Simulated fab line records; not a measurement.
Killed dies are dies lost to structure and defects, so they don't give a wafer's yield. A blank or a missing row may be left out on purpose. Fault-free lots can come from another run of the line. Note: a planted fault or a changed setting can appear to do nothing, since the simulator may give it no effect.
Lot-split experiment || flow n5Finfet || route with 1938 steps; 7 lots, 39 wafers read

THE SPLIT
At N5_DUMMY_GATE_ETCH_32 (etches SiO2 in CF4, target depth 3.5 nm, time 3.9 s), the setting timeS was moved away from the recipe's 3.9 s on 15 of the 39 wafers read, by -13.6% to +16.1%. For the rest of the wafers, this setting stayed at what the recipe calls for.

The reading comes from the split's own step.

THE READING
etch.depthNm (the simulator's own value, which no gauge read), in nm, at N5_DUMMY_GATE_ETCH_32 (etches SiO2 in CF4, target depth 3.5 nm, time 3.9 s). There is no usual value for it anywhere in the file. Average 3.479 nm, standard deviation 0.15 nm, over the 24 wafers here run with the recipe.

{"wafer": "L074.1", "tool, chamber at the split": "rieSi-03, 3", "timeS as run, s": 4.528, "against the recipe": "+16.1%", "etch.depthNm, nm": 4.238, "against lot-mates on the recipe": "+0.846"}
{"wafer": "L074.2", "tool, chamber at the split": "rieSi-03, 0", "timeS as run, s": 4.528, "against the recipe": "+16.1%", "etch.depthNm, nm": 4.068, "against lot-mates on the recipe": "+0.676"}
{"wafer": "L074.3", "tool, chamber at the split": "rieSi-03, 2", "timeS as run, s": 3.9, "against the recipe": "recipe", "etch.depthNm, nm": 3.535, "against lot-mates on the recipe": "-"}
{"wafer": "L074.4", "tool, chamber at the split": "rieSi-03, 1", "timeS as run, s": 3.9, "against the recipe": "recipe", "etch.depthNm, nm": 3.157, "against lot-mates on the recipe": "-"}
{"wafer": "L074.5", "tool, chamber at the split": "rieSi-03, 0", "timeS as run, s": 3.9, "against the recipe": "recipe", "etch.depthNm, nm": 3.485, "against lot-mates on the recipe": "-"}
{"wafer": "L074.6", "tool, chamber at the split": "rieSi-03, 1", "timeS as run, s": 4.528, "against the recipe": "+16.1%", "etch.depthNm, nm": 3.662, "against lot-mates on the recipe": "+0.270"}
{"wafer": "L077.1", "tool, chamber at the split": "rieSi-03, 2", "timeS as run, s": 3.428, "against the recipe": "-12.1%", "etch.depthNm, nm": 3.083, "against lot-mates on the recipe": -0.479}
{"wafer": "L077.2", "tool, chamber at the split": "rieSi-03, 0", "timeS as run, s": 3.9, "against the recipe": "recipe", "etch.depthNm, nm": 3.508, "against lot-mates on the recipe": "-"}
{"wafer": "L077.3", "tool, chamber at the split": "rieSi-03, 1", "timeS as run, s": 3.428, "against the recipe": "-12.1%", "etch.depthNm, nm": 2.779, "against lot-mates on the recipe": -0.783}
{"wafer": "L077.4", "tool, chamber at the split": "rieSi-03, 3", "timeS as run, s": 3.9, "against the recipe": "recipe", "etch.depthNm, nm": 3.641, "against lot-mates on the recipe": "-"}
{"wafer": "L077.5", "tool, chamber at the split": "rieSi-03, 2", "timeS as run, s": 3.9, "against the recipe": "recipe", "etch.depthNm, nm": 3.536, "against lot-mates on the recipe": "-"}
{"wafer": "L077.6", "tool, chamber at the split": "rieSi-03, 3", "timeS as run, s": 3.428, "against the recipe": "-12.1%", "etch.depthNm, nm": 3.206, "against lot-mates on the recipe": -0.356}
{"wafer": "L085.1", "tool, chamber at the split": "rieSi-01, 2", "timeS as run, s": 3.37, "against the recipe": "-13.6%", "etch.depthNm, nm": 3.068, "against lot-mates on the recipe": -0.463}
{"wafer": "L085.2", "tool, chamber at the split": "rieSi-01, 3", "timeS as run, s": 3.9, "against the recipe": "recipe", "etch.depthNm, nm": 3.59, "against lot-mates on the recipe": "-"}
{"wafer": "L085.3", "tool, chamber at the split": "rieSi-01, 1", "timeS as run, s": 3.37, "against the recipe": "-13.6%", "etch.depthNm, nm": 3.135, "against lot-mates on the recipe": -0.396}
{"wafer": "L085.4", "tool, chamber at the split": "rieSi-01, 0", "timeS as run, s": 3.37, "against the recipe": "-13.6%", "etch.depthNm, nm": 2.916, "against lot-mates on the recipe": -0.615}
{"wafer": "L085.5", "tool, chamber at the split": "rieSi-01, 1", "timeS as run, s": 3.9, "against the recipe": "recipe", "etch.depthNm, nm": 3.644, "against lot-mates on the recipe": "-"}
{"wafer": "L085.6", "tool, chamber at the split": "rieSi-01, 0", "timeS as run, s": 3.9, "against the recipe": "recipe", "etch.depthNm, nm": 3.359, "against lot-mates on the recipe": "-"}
{"wafer": "L088.1", "tool, chamber at the split": "rieSi-01, 2", "timeS as run, s": 4.318, "against the recipe": "+10.7%", "etch.depthNm, nm": 3.926, "against lot-mates on the recipe": "+0.419"}
{"wafer": "L088.2", "tool, chamber at the split": "rieSi-01, 1", "timeS as run, s": 4.318, "against the recipe": "+10.7%", "etch.depthNm, nm": 4.02, "against lot-mates on the recipe": "+0.513"}
{"wafer": "L088.3", "tool, chamber at the split": "rieSi-01, 0", "timeS as run, s": 3.9, "against the recipe": "recipe", "etch.depthNm, nm": 3.382, "against lot-mates on the recipe": "-"}
{"wafer": "L088.4", "tool, chamber at the split": "rieSi-01, 3", "timeS as run, s": 3.9, "against the recipe": "recipe", "etch.depthNm, nm": 3.539, "against lot-mates on the recipe": "-"}
{"wafer": "L088.5", "tool, chamber at the split": "rieSi-01, 3", "timeS as run, s": 4.318, "against the recipe": "+10.7%", "etch.depthNm, nm": 3.939, "against lot-mates on the recipe": "+0.432"}
{"wafer": "L088.6", "tool, chamber at the split": "rieSi-01, 2", "timeS as run, s": 3.9, "against the recipe": "recipe", "etch.depthNm, nm": 3.601, "against lot-mates on the recipe": "-"}
{"wafer": "L090.1", "tool, chamber at the split": "rieSi-03, 3", "timeS as run, s": 3.9, "against the recipe": "recipe", "etch.depthNm, nm": 3.628, "against lot-mates on the recipe": "-"}
{"wafer": "L090.2", "tool, chamber at the split": "rieSi-03, 1", "timeS as run, s": 3.9, "against the recipe": "recipe", "etch.depthNm, nm": 3.182, "against lot-mates on the recipe": "-"}
{"wafer": "L090.3", "tool, chamber at the split": "rieSi-03, 2", "timeS as run, s": 3.9, "against the recipe": "recipe", "etch.depthNm, nm": 3.542, "against lot-mates on the recipe": "-"}
{"wafer": "L090.4", "tool, chamber at the split": "rieSi-03, 0", "timeS as run, s": 3.9, "against the recipe": "recipe", "etch.depthNm, nm": 3.528, "against lot-mates on the recipe": "-"}
{"wafer": "L090.5", "tool, chamber at the split": "rieSi-03, 3", "timeS as run, s": 3.9, "against the recipe": "recipe", "etch.depthNm, nm": 3.612, "against lot-mates on the recipe": "-"}
{"wafer": "L090.6", "tool, chamber at the split": "rieSi-03, 0", "timeS as run, s": 3.9, "against the recipe": "recipe", "etch.depthNm, nm": 3.521, "against lot-mates on the recipe": "-"}
{"wafer": "L092.1", "tool, chamber at the split": "rieSi-03, 0,2", "timeS as run, s": 4.499, "against the recipe": "+15.4%", "etch.depthNm, nm": 4.125, "against lot-mates on the recipe": "+0.795"}
{"wafer": "L092.3", "tool, chamber at the split": "rieSi-03, 0,2", "timeS as run, s": 4.499, "against the recipe": "+15.4%", "etch.depthNm, nm": 4.125, "against lot-mates on the recipe": "+0.795"}
{"wafer": "L092.2", "tool, chamber at the split": "rieSi-03, 3", "timeS as run, s": 3.9, "against the recipe": "recipe", "etch.depthNm, nm": 3.609, "against lot-mates on the recipe": "-"}
{"wafer": "L092.4", "tool, chamber at the split": "rieSi-03, 1", "timeS as run, s": 3.9, "against the recipe": "recipe", "etch.depthNm, nm": 3.189, "against lot-mates on the recipe": "-"}
{"wafer": "L092.5", "tool, chamber at the split": "rieSi-03, 1", "timeS as run, s": 3.9, "against the recipe": "recipe", "etch.depthNm, nm": 3.193, "against lot-mates on the recipe": "-"}
{"wafer": "L092.6", "tool, chamber at the split": "rieSi-03, 2", "timeS as run, s": 4.499, "against the recipe": "+15.4%", "etch.depthNm, nm": 4.149, "against lot-mates on the recipe": "+0.819"}
{"wafer": "L095.1", "tool, chamber at the split": "rieSi-01, 3", "timeS as run, s": 3.9, "against the recipe": "recipe", "etch.depthNm, nm": 3.556, "against lot-mates on the recipe": "-"}
{"wafer": "L095.2", "tool, chamber at the split": "rieSi-01, 0", "timeS as run, s": 3.9, "against the recipe": "recipe", "etch.depthNm, nm": 3.37, "against lot-mates on the recipe": "-"}
{"wafer": "L095.6", "tool, chamber at the split": "rieSi-01, 1", "timeS as run, s": 3.9, "against the recipe": "recipe", "etch.depthNm, nm": 3.581, "against lot-mates on the recipe": "-"}
Rows listing several chambers each stand for several wafers; the file does not say which wafer went through which chamber.

FIT RESULTS
A straight line over all 39 wafers: etch.depthNm changes by +0.0369 nm for each +1% of timeS; r = +0.89; the points scatter about the line by 0.16 nm.
The same after taking each lot's own level away (the mean of its wafers on the recipe; 39 wafers): +0.0423 nm for each +1%; r = +0.92; scatter 0.15 nm.
That fit puts the effect of the largest move of timeS on the reading at 0.68 nm.
Across the lots, their own levels run from 3.3303 to 3.5617 nm, a range of 1.5 times the standard deviation given above.
Hence the slope depends on the lot-to-lot level, as the two fits are not the same.
Check: for one of the wafers moved furthest among these (+16.1%), held out of the fit, the line's prediction against its lot-mates is +0.673 nm. Against them it came out at +0.846 nm.

OTHER SPLITS ON THESE WAFERS
These wafers also went through other splits before the reading. Each is held against what the fit with the lots' levels taken away leaves over:
{"other split on the same wafers": "N5_FIN_SAQP_HM_DEP_03 targetThkA", "wafers away from the commonest value": 9, "r with etch.depthNm (lot level and that fit taken away)": -0.07}
{"other split on the same wafers": "N5_FIN_SAQP_ETCH_65 timeS", "wafers away from the commonest value": 15, "r with etch.depthNm (lot level and that fit taken away)": -0.14}
{"other split on the same wafers": "N5_FIN_SAQP_MANDREL_ETCH_58 icpW", "wafers away from the commonest value": 18, "r with etch.depthNm (lot level and that fit taken away)": -0.03}
{"other split on the same wafers": "N5_DUMMY_GATE_ETCH_31 targetDepthA", "wafers away from the commonest value": 15, "r with etch.depthNm (lot level and that fit taken away)": -0.17}

THE FILE'S OWN FIT
etch.depthNm changes by +0.0425 nm for each +1% of timeS, r = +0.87.
